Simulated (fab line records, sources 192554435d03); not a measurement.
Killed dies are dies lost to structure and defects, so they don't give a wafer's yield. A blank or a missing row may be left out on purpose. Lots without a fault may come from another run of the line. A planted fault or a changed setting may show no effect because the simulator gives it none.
fab line records | flow n5_finfet
record lots=8 wafers=24 last_day=19
route steps=1938 shown BEOL_M4@1111 BEOL_M14@1729 PASSIVATION@1936
lots that met no fault: from a run of the same line without faults
start_h: hours from the record's first day to the start of the lot's first wafer shown | wait_h: hours since the lot's step before | " the same as in the row above | L1.1+2: a row that stands for several wafers | - no value, or no start given | * or withheld: withheld | < > ~ a bound
route shown NAME@n: a module of which the file shows steps, and the number in the route of the first | usual: mean/standard deviation of fault-free wafers | same: alike in all rows | chamber/n: place in a boat | sites: the reading at each site | _std_site: their standard deviation | _edge_site: outer sites' mean less inner sites' | radius_mm: how far each site lies from the wafer's centre | mask NAME#n: copy n | behind: the tool/chamber that last shaped the wafer | hold: why the lot was held/for how many hours/how that ended | device: the transistor (n, p or np) that didn't switch | end of line: the same wafers' tests at the end of the route | a step without rows: its recipe alone | killed: dies lost to structure and defects at the first sort, not the wafer's yield | map: a wafer's dies, x killed, . not, _ none there
set.NAME: the setting as run; set.NAME@STEP: as run at that earlier step | model.NAME: the simulator's own value behind a step, which no gauge read
steps of the route over a sample of lots; a table a step, a row a wafer
services: from which hour (start_h, from the record's first day; less than 0 if before it) a tool's chamber was out of use, for how many hours, and why
## steps
# step N5_BEOL_M4_RC_MEAS_101
# usual DIBL_N=36.3/1.9 DIBL_P=36.0/2.1 IOFF_N=0.16/0.031 IOFF_P=0.21/0.035 ION_N=675/14 ION_P=464/8.5 SS_N=71.5/0.6 SS_P=73.3/0.72 VT_N=250/3.2 VT_P=-250/3.1
# columns lot.wafer tool chamber start_h wait_h DIBL_N[mV/V] DIBL_P[mV/V] IOFF_N[nA/um] IOFF_P[nA/um] ION_N[uA/um] ION_P[uA/um] SS_N[mV/dec] SS_P[mV/dec] VT_N[mV] VT_P[mV]
L985.1 prober-01 0 192.67 0.0 34.9 35.4 0.14 0.21 667 468 71.2 72.8 249 -248
L985.2 " 0 " " 33.6 34.7 0.13 0.20 671 470 71.3 72.7 250 -248
L985.6 " 0 " " 33.5 34.3 0.14 0.21 681 480 71.0 72.3 249 -247
L100.3 prober-01 0 289.68 0.3 35.2 36.5 0.14 0.17 678 458 70.4 72.9 248 -257
L100.4 " 0 " " 35.7 36.8 0.16 0.18 681 457 71.7 73.2 248 -254
L100.5 " 0 " " 37.2 39.7 0.19 0.22 698 471 72.5 73.5 246 -250
L996.1 prober-02 0 295.30 0.0 39.3 40.2 0.22 0.29 696 484 72.3 74.4 246 -245
L996.3 " 0 " " 36.0 35.6 0.15 0.19 694 475 70.8 73.4 249 -251
L996.6 " 0 " " 36.2 36.0 0.15 0.20 686 472 71.5 73.3 249 -252
L991.2 prober-01 0 295.61 0.2 38.0 36.9 0.18 0.25 688 464 71.5 73.6 248 -250
L991.4 " 0 " " 39.8 38.6 0.22 0.28 686 470 72.1 74.4 247 -246
L991.6 " 0 " " 36.5 34.7 0.15 0.21 667 458 71.7 72.7 251 -250
L995.3 prober-01 0 302.67 0.3 33.1 32.6 0.11 0.14 665 450 69.9 72.3 255 -255
L995.5 " 0 " " 37.4 37.9 0.17 0.21 680 470 71.8 73.6 253 -252
L995.6 " 0 " " 33.9 34.1 0.12 0.15 664 453 70.9 72.7 254 -255
L993.1 prober-02 0 320.06 0.0 37.1 36.4 0.16 0.20 672 461 72.1 73.9 255 -252
L993.2 " 0 " " 37.9 38.7 0.19 0.26 674 468 71.9 74.0 250 -248
L993.3 " 0 " " 36.8 35.7 0.15 0.21 676 469 71.6 73.9 251 -250
L102.1 prober-02 0 324.58 0.0 35.8 36.4 0.15 0.23 676 469 72.4 73.1 251 -249
L102.4 " 0 " " 34.3 34.6 0.13 0.19 673 465 71.7 72.1 253 -250
L102.5 " 0 " " 36.3 36.0 0.15 0.21 676 465 72.0 72.5 251 -249
L103.1 prober-01 0 340.67 0.0 36.2 36.7 0.15 0.21 668 460 71.1 73.1 250 -249
L103.3 " 0 " " 36.5 36.7 0.15 0.21 668 458 70.7 73.2 251 -248
L103.6 " 0 " " 36.9 37.3 0.16 0.21 665 457 71.4 74.1 251 -250
# step N5_BEOL_M14_DESCUM_15
# recipe chemistry=O2 time_s=7.9 source_power_w=50 bias_power_w=20 pressure_mtorr=20 rf_frequency_hz=2.712e+07 temp_c=40 o2_flow_sccm=225
# usual drypump_motor_current_A=5.9/0.41 oes_product_au=0.80/0.071 rf_vpp_V=243.6/1.3 showerhead_plenum_p_Torr=2.12/0.078 temp_c=40.01/0.11 throttle_valve_pct=20.41/0.18
# columns lot.wafer tool chamber start_h wait_h drypump_motor_current_A oes_product_au rf_hours_counter_h rf_vpp_V showerhead_plenum_p_Torr temp_c throttle_valve_pct
L985.1 rie_diel-03 1 249.29 0.0 5.9 0.81 86 242.9 2.11 40.26 20.63
L985.2 " 3 " " 5.4 0.81 76 245.2 2.20 39.86 20.18
L985.6 " 2 " " 5.1 0.69 - 242.2 2.06 40.06 20.43
L100.3 rie_diel-02 2 368.65 0.0 6.0 0.74 196 244.1 2.17 39.98 20.43
L100.4 " 2 " " 6.0 0.73 - 243.1 2.17 40.00 20.42
L100.5 " 3 " " 6.4 0.81 - 243.7 2.10 40.05 20.46
L996.1 rie_diel-02 3 369.00 0.2 6.4 0.82 104 244.2 2.10 40.03 20.46
L996.3 " 1 " " 6.2 0.81 74 245.2 2.22 40.15 20.30
L996.6 " 2 " " 5.9 0.73 - 244.3 2.17 39.92 20.42
L991.2 rie_diel-02 2 374.09 0.3 5.9 0.74 200 242.9 2.17 39.91 20.41
L991.4 " 3 " " 6.3 0.81 - 243.0 2.10 39.93 20.47
L991.6 " 1 " " 6.2 0.82 - 245.2 2.21 39.99 20.30
L995.3 rie_diel-02 1 388.79 0.0 6.2 0.80 84 246.4 2.21 39.99 20.30
L995.5 " 3 " " 6.3 0.81 - 242.6 2.10 39.93 20.48
L995.6 " 2 " " 6.0 0.73 - 244.0 2.17 40.23 20.42
L993.1 rie_diel-03 0 406.56 0.2 5.7 0.90 50 245.6 2.22 39.79 20.36
L993.2 " 1 " " 5.9 0.76 138 243.2 2.09 39.99 20.70
L993.3 " 3 " " 5.4 0.75 126 242.9 2.19 40.26 20.27
L102.1 rie_diel-04 3 407.01 0.2 5.3 0.80 104 240.9 2.02 39.87 20.23
L102.4 " 2 " " 6.3 0.93 16 245.4 2.23 39.88 20.65
L102.5 " 2 " " 6.3 0.92 - 245.6 2.23 39.95 20.66
L103.1 rie_diel-04 3 418.43 0.3 5.3 0.79 106 242.3 2.02 39.91 20.22
L103.3 " 0 " " 6.3 0.83 83 241.5 2.05 40.24 20.32
L103.6 " 0 " " 6.3 0.84 - 243.0 2.05 40.07 20.30
# step N5_BEOL_M14_TRENCH_ETCH_34
# recipe chemistry=C4F8/O2/Ar target=SiO2 target_depth_a=5566.5 mask_material=SOC he_inner_torr=15 he_outer_torr=30 time_s=126.9 ion_energy_ev=800 pressure_mtorr=20 source_w=1905 bias_w=2040 Ar_flow_sccm=400 C4F8_flow_sccm=16 O2_flow_sccm=12
# usual C4F8_flow_sccm=16.00/0.051 O2_flow_sccm=12.00/0.033 drypump_motor_current_A=5.8/0.43 mfc_ar_sccm=399.9/1.2 oes_product_au=0.82/0.08 rf_vpp_V=2240/35 showerhead_plenum_p_Torr=3.48/0.12 throttle_valve_pct=30.90/0.27
# columns lot.wafer tool chamber start_h wait_h C4F8_flow_sccm O2_flow_sccm drypump_motor_current_A mfc_ar_sccm oes_product_au rf_hours_counter_h rf_vpp_V showerhead_plenum_p_Torr throttle_valve_pct
L985.1 rie_diel-02 0 250.62 0.0 16.08 11.97 6.4 403.8 0.69 215 2278 3.28 31.11
L985.2 " 2 " " 15.97 11.97 6.0 401.3 0.78 161 2270 3.60 31.00
L985.6 " 2 " " 15.93 11.98 6.0 400.0 0.78 - 2273 3.60 30.98
L100.3 rie_diel-03 1 370.08 0.0 16.02 12.02 5.9 399.0 0.75 124 2214 3.48 31.31
L100.4 " 2 " " 16.02 11.98 5.1 401.0 0.90 11 2274 3.39 30.75
L100.5 " 2 " " 16.00 11.98 5.1 400.4 0.89 - 2276 3.39 30.75
L996.1 rie_diel-02 2 370.73 0.0 16.01 12.00 6.0 399.2 0.75 198 2269 3.58 31.05
L996.3 " 1 " " 16.01 12.04 6.2 400.4 0.81 75 2252 3.61 30.75
L996.6 " 2 " " 15.98 12.03 6.0 399.1 0.75 - 2268 3.58 31.02
L991.2 rie_diel-03 1 375.74 0.0 - - - - - - - - -
L991.4 " 2 " " - - - - - - - - -
L991.6 " 3 " " - - - - - - - - -
L995.3 rie_diel-02 0 390.55 0.0 - - - - - - - - -
L995.5 " 1 " " - - - - - - - - -
L995.6 " 0 " " - - - - - - - - -
L993.1 rie_diel-03 0 407.89 0.0 - - - - - - - - -
L993.2 " 3 " " - - - - - - - - -
L993.3 " 1 " " - - - - - - - - -
L102.1 rie_diel-03 0 408.47 0.0 15.99 12.00 5.7 400.4 0.88 51 2205 3.62 30.84
L102.4 " 3 " " 16.03 11.98 5.4 401.4 0.75 - 2291 3.57 30.60
L102.5 " 1 " " 15.95 12.00 5.9 398.1 0.75 - 2214 3.47 31.33
L103.1 rie_diel-03 0 420.07 0.0 16.00 12.00 5.7 400.1 0.86 56 2206 3.61 30.83
L103.3 " 3 " " 15.97 12.01 5.4 399.5 0.74 133 2292 3.56 30.59
L103.6 " 1 " " 16.06 11.95 5.9 400.1 0.74 - 2214 3.47 31.35
# step N5_BEOL_M14_OCD_MEAS_35
# usual trench_depth_nm=557/18
# columns lot.wafer tool chamber start_h wait_h trench_depth_nm
L985.1 ocd-01 - 250.78 0.0 543
L985.2 " - " " 590
L985.6 " - " " 587
L100.3 ocd-02 - 370.24 0.0 533
L100.4 " - " " 532
L100.5 " - " " 530
L996.1 ocd-01 - 370.88 0.0 591
L996.3 " - " " 556
L996.6 " - " " 592
L991.2 ocd-01 - 375.90 0.0 0
L991.4 " - " " 1
L991.6 " - " " 0
L995.3 ocd-01 - 390.71 0.0 0
L995.5 " - " " 0
L995.6 " - " " 1
L993.1 ocd-02 - 408.05 0.0 0
L993.2 " - " " 0
L993.3 " - " " 0
L102.1 ocd-01 - 408.63 0.0 571
L102.4 " - " " 550
L102.5 " - " " 545
L103.1 ocd-02 - 420.22 0.0 563
L103.3 " - " " 539
L103.6 " - " " 529
# step N5_BEOL_M14_STRIP_37
# recipe chemistry=O2 power_w=600 temp_c=60 pressure_mtorr=30 rf_frequency_hz=6e+07 bias_power_w=0 overash_fraction=0.3 o2_flow_sccm=225
# usual drypump_motor_current_A=5.9/0.44 oes_product_au=0.82/0.078 rf_vpp_V=3.6/0.93 showerhead_plenum_p_Torr=2.11/0.083 temp_c=60.00/0.12 throttle_valve_pct=16.63/0.22
# same overash_fraction=0.3
# columns lot.wafer tool chamber start_h wait_h drypump_motor_current_A oes_product_au rf_hours_counter_h rf_vpp_V showerhead_plenum_p_Torr temp_c throttle_valve_pct
L985.1 rie_diel-02 2 250.83 0.0 6.0 0.76 161 4.7 2.19 60.02 16.60
L985.2 " 1 " " 6.2 0.85 39 2.2 2.23 60.03 16.43
L985.6 " 0 " " 6.3 0.71 - 1.6 1.99 60.02 16.89
L100.3 rie_diel-03 0 371.20 1.0 5.6 0.90 37 2.7 2.23 59.98 16.56
L100.4 " 2 " " 5.1 0.94 12 4.4 2.05 60.02 16.35
L100.5 " 3 " " 5.4 0.76 - 3.6 2.20 59.81 16.50
L996.1 rie_diel-03 0 371.37 0.5 5.7 0.90 37 3.2 2.23 59.94 16.55
L996.3 " 1 " " 5.9 0.76 124 3.4 2.10 59.92 17.00
L996.6 " 3 " " 5.4 0.76 - 2.3 2.19 60.05 16.49
L991.2 rie_diel-02 3 379.50 3.6 6.3 0.81 110 2.5 2.10 60.00 16.70
L991.4 " 1 " " 6.2 0.81 - 3.9 2.22 60.19 16.48
L991.6 " 3 " " 6.3 0.83 - 2.8 2.10 60.02 16.68
L995.3 rie_diel-03 1 395.43 4.7 5.9 0.78 133 5.8 2.10 59.97 16.97
L995.5 " 3 " " 5.4 0.75 - 2.6 2.19 59.98 16.52
L995.6 " 2 " " 5.1 0.89 - 5.5 2.05 60.12 16.38
L102.1 rie_diel-03 0 410.30 1.7 5.7 0.87 52 3.4 2.22 60.04 16.56
L102.4 " 0 " " 5.7 0.88 - 3.3 2.22 60.08 16.56
L102.5 " 1 " " 5.9 0.77 - 2.5 2.10 60.14 16.99
L993.1 rie_diel-04 2 414.86 6.8 6.4 0.90 17 3.6 2.23 60.02 16.81
L993.2 " 3 " " 5.3 0.79 105 2.6 2.02 59.89 16.47
L993.3 " 0 " " 6.3 0.83 82 3.2 2.05 60.03 16.56
L103.1 rie_diel-02 1 420.36 0.1 6.2 0.78 96 5.0 2.21 60.18 16.56
L103.3 " 0 " " 6.4 0.93 14 2.6 1.97 59.98 16.52
L103.6 " 2 " " 6.0 0.72 - 3.7 2.17 60.35 16.72
# step N5_BEOL_M14_SPUTTER_43
# recipe material=TaN target_thk_a=150 temp_c=50 bias_v=168.6 power_w=15000 chamber_pressure_pa=0.12 time_s=24.19
# usual throttle_valve_pct=29.9/1
# columns lot.wafer tool chamber start_h wait_h throttle_valve_pct
L985.1 pvd_sputter-02 - 251.24 0.0 29.2
L985.2 " - " " 29.2
L985.6 " - " " 29.1
L100.3 pvd_sputter-01 - 371.65 0.0 30.3
L100.4 " - " " 30.1
L100.5 " - " " 29.8
L996.1 pvd_sputter-02 - 371.99 0.0 28.9
L996.3 " - " " 28.3
L996.6 " - " " 29.0
L991.2 pvd_sputter-01 - 380.06 0.0 30.1
L991.4 " - " " 31.3
L991.6 " - " " 30.0
L995.3 pvd_sputter-01 - 395.96 0.0 30.0
L995.5 " - " " 30.1
L995.6 " - " " 30.4
L102.1 pvd_sputter-02 - 411.00 0.0 28.4
L102.4 " - " " 28.7
L102.5 " - " " 28.9
L993.1 pvd_sputter-01 - 415.52 0.0 30.1
L993.2 " - " " 30.5
L993.3 " - " " 30.3
L103.1 pvd_sputter-03 - 420.70 0.0 28.6
L103.3 " - " " 30.9
L103.6 " - " " 28.7
# step N5_PASSIVATION_PROBE_49
# usual defect_limited_yield=91.0/1.5 killed_at_M0_to_M3=32/9.6 killed_at_M4_up=13/4.7 killed_at_contacts=13/7.2 killed_at_front_end=44/13 killed_at_other=4/3.4 killed_dies=106/18 killed_on_rim=14/4.2 killed_open=70/13 killed_short=35/8 sort_bin_5_function=5.3/0.97 sort_bin_6_memory=3.4/0.73 sort_n_pass=1074/18 sort_yield_pct=91.0/1.5
# same gross_dies=1180 killed_at_back_side=0 sort_bin_4_leakage[%]=0 sort_bin_8_speed[%]=0
# columns lot.wafer tool chamber start_h wait_h defect_limited_yield[%] killed_at_M0_to_M3 killed_at_M4_up killed_at_contacts killed_at_front_end killed_at_other killed_dies killed_on_rim killed_open killed_short sort_bin_5_function[%] sort_bin_6_memory[%] sort_n_pass sort_yield_pct[%]
L991.2 prober-01 - 402.45 0.1 0 35 1050 5 90 0 1180 152 104 37 95.9 3.6 0 0
L991.4 prober-01 - 402.55 0.2 0 29 1057 7 87 0 1180 152 98 40 95.4 4.2 0 0
L991.6 prober-01 - 402.65 0.3 0 50 1048 13 69 0 1180 152 99 44 94.2 4.9 0 0
L995.3 prober-02 - 425.17 0.1 0 19 1065 13 76 7 1180 152 68 55 95.8 3.9 0 0
L995.5 prober-02 - 425.27 0.2 0 29 1094 12 42 3 1180 152 58 37 96.7 3.0 0 0
L995.6 prober-02 - 425.32 0.3 0 43 1079 10 43 5 1180 152 76 30 95.3 4.2 0 0
L993.1 prober-01 - 442.27 0.0 0 38 1082 12 33 15 1180 152 81 34 95.6 3.8 0 0
L993.2 prober-01 - 442.32 0.1 0 24 1110 4 35 7 1180 152 59 23 96.6 3.3 0 0
L993.3 prober-01 - 442.37 0.1 0 25 1107 6 39 3 1180 152 54 25 97.2 2.3 0 0
# killed by level:class
L991.2 BEOL_M14:area_etch=1037 FIN_SAQP:geometric_particle:open=30 STI_FIN_REVEAL:geometric_particle:open=18 BEOL_M0_SAQP:geometric_particle:open=16 FIN_SAQP:geometric_particle:short=12 BEOL_M1:geometric_particle:open=9 BEOL_M4:geometric_particle:open=7 DUMMY_GATE:geometric_particle:open=5
L991.4 BEOL_M14:area_etch=1039 FIN_SAQP:geometric_particle:open=19 DUMMY_GATE:geometric_particle:open=17 STI_FIN_REVEAL:geometric_particle:open=15 FIN_SAQP:geometric_particle:short=14 BEOL_M4:geometric_particle:open=10 BEOL_M0_SAQP:geometric_particle:open=9 GATE_CUT:geometric_particle:short=5
L991.6 BEOL_M14:area_etch=1035 STI_FIN_REVEAL:geometric_particle:open=21 BEOL_M0_SAQP:geometric_particle:short=19 FIN_SAQP:geometric_particle:open=17 BEOL_M0_SAQP:geometric_particle:open=13 MOL_CONTACT_COAG:geometric_particle:open=11 FIN_SAQP:geometric_particle:short=8 BEOL_M4:geometric_particle:open=8
L995.3 BEOL_M14:area_etch=1054 FIN_SAQP:geometric_particle:short=28 FIN_SAQP:geometric_particle:open=23 MOL_CONTACT_COAG:geometric_particle:open=9 GATE_CUT:geometric_particle:short=8 ILD0:geometric_particle:open=6 BEOL_M2:geometric_particle:open=6 BEOL_M4:geometric_particle:open=5
L995.5 BEOL_M14:area_etch=1077 FIN_SAQP:geometric_particle:short=16 MOL_CONTACT_COAG:geometric_particle:open=10 BEOL_M0_SAQP:geometric_particle:short=8 BEOL_M3:geometric_particle:open=8 FIN_SAQP:geometric_particle:open=7 STI_FIN_REVEAL:geometric_particle:open=5 BEOL_M0_SAQP:geometric_particle:open=4
L995.6 BEOL_M14:area_etch=1070 FIN_SAQP:geometric_particle:open=13 BEOL_M2:geometric_particle:open=13 MOL_CONTACT_COAG:geometric_particle:open=10 BEOL_M0_SAQP:geometric_particle:short=10 BEOL_M0_SAQP:geometric_particle:open=7 FIN_SAQP:geometric_particle:short=6 GATE_CUT:geometric_particle:open=5
L993.1 BEOL_M14:area_etch=1063 BEOL_M1:geometric_particle:open=15 FIN_SAQP:geometric_particle:open=13 MOL_CONTACT_COAG:geometric_particle:open=9 BEOL_M0_SAQP:geometric_particle:short=7 BEOL_M3:geometric_particle:open=7 BEOL_M5:geometric_particle:open=7 PASS1_CAP:geometric_particle:open=6
L993.2 BEOL_M14:area_etch=1094 FIN_SAQP:geometric_particle:open=7 DUMMY_GATE:geometric_particle:open=7 BEOL_M3:geometric_particle:open=7 BEOL_M0_SAQP:geometric_particle:short=5 BEOL_M1:geometric_particle:open=5 FIN_SAQP:geometric_particle:short=4 STI_FIN_REVEAL:geometric_particle:open=4
L993.3 BEOL_M14:area_etch=1100 FIN_SAQP:geometric_particle:open=10 STI_FIN_REVEAL:geometric_particle:open=5 BEOL_M1:geometric_particle:open=5 BEOL_M2:geometric_particle:open=5 STARTING-WAFER:geometric_particle:open=5 MOL_CONTACT_COAG:geometric_particle:open=4 FIN_SAQP:geometric_particle:short=3
## services
# columns tool chamber start_h hours kind
rie_diel-03 0 229.05 - clean
rie_diel-03 0 229.05 - consumable_replace:focus_ring
rie_diel-03 0 229.05 - consumable_replace:showerhead
rie_diel-03 0 229.05 21.1 scheduled_down
rie_diel-03 0 229.05 21.1 vent_cycle
rie_diel-03 - 246.82 1.1 repair
rie_diel-04 0 253.23 8.6 repair
pvd_sputter-01 - 273.00 6.9 repair
rie_diel-04 - 273.54 1.3 repair
pvd_sputter-01 - 303.61 2.6 repair
rie_diel-03 2 318.77 - clean
rie_diel-03 2 318.77 - consumable_replace:focus_ring
rie_diel-03 2 318.77 18.0 scheduled_down
rie_diel-03 2 318.77 18.0 vent_cycle
pvd_sputter-01 - 340.71 0.5 repair
pvd_sputter-01 - 361.77 2.6 repair
rie_diel-02 0 367.04 - clean
rie_diel-02 0 367.04 - consumable_replace:focus_ring
rie_diel-03 3 380.63 2.6 repair
rie_diel-04 2 381.35 3.7 repair
pvd_sputter-03 - 381.99 4.0 repair
pvd_sputter-01 - 393.31 2.4 repair
rie_diel-03 2 400.26 25.0 repair
rie_diel-03 0 402.50 2.4 repair
## key
first_sign step=N5_BEOL_M14_TRENCH_ETCH_34 reading=tool_record direction=missing
effect step=N5_BEOL_M14_OCD_MEAS_35 reading=trench_depth_nm direction=down sigmas=31 usual=557 struck=0
effect step=N5_PASSIVATION_PROBE_49 reading=killed_at_M4_up direction=up sigmas=99+ usual=13 struck=1077
more_kills_born_at N5_BEOL_M14_TRENCH_ETCH_34@rie_diel-03=6368 N5_BEOL_M14_TRENCH_ETCH_34@rie_diel-02=3201
met_at N5_BEOL_M14_TRENCH_ETCH_34
struck_lots L991,L993,L995
later_rows_left_out L991.2,L991.4,L991.6,L993.1,L993.2,L993.3,L995.3,L995.5,L995.6
not_acting_at N5_BEOL_M14_DESCUM_15,N5_BEOL_M14_STRIP_37,N5_BEOL_M14_SPUTTER_43
onset_between 250.62 375.74
fault kind=skipped_step_whole tool=rie_diel-02,rie_diel-03 chamber=- onset_h=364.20 steps=N5_BEOL_M14_TRENCH_ETCH_34 scope=struck_lots_only
# later_rows_left_out: the simulator's readings of these wafers behind a module that went badly wrong aren't trusted and aren't shown, but for the sort
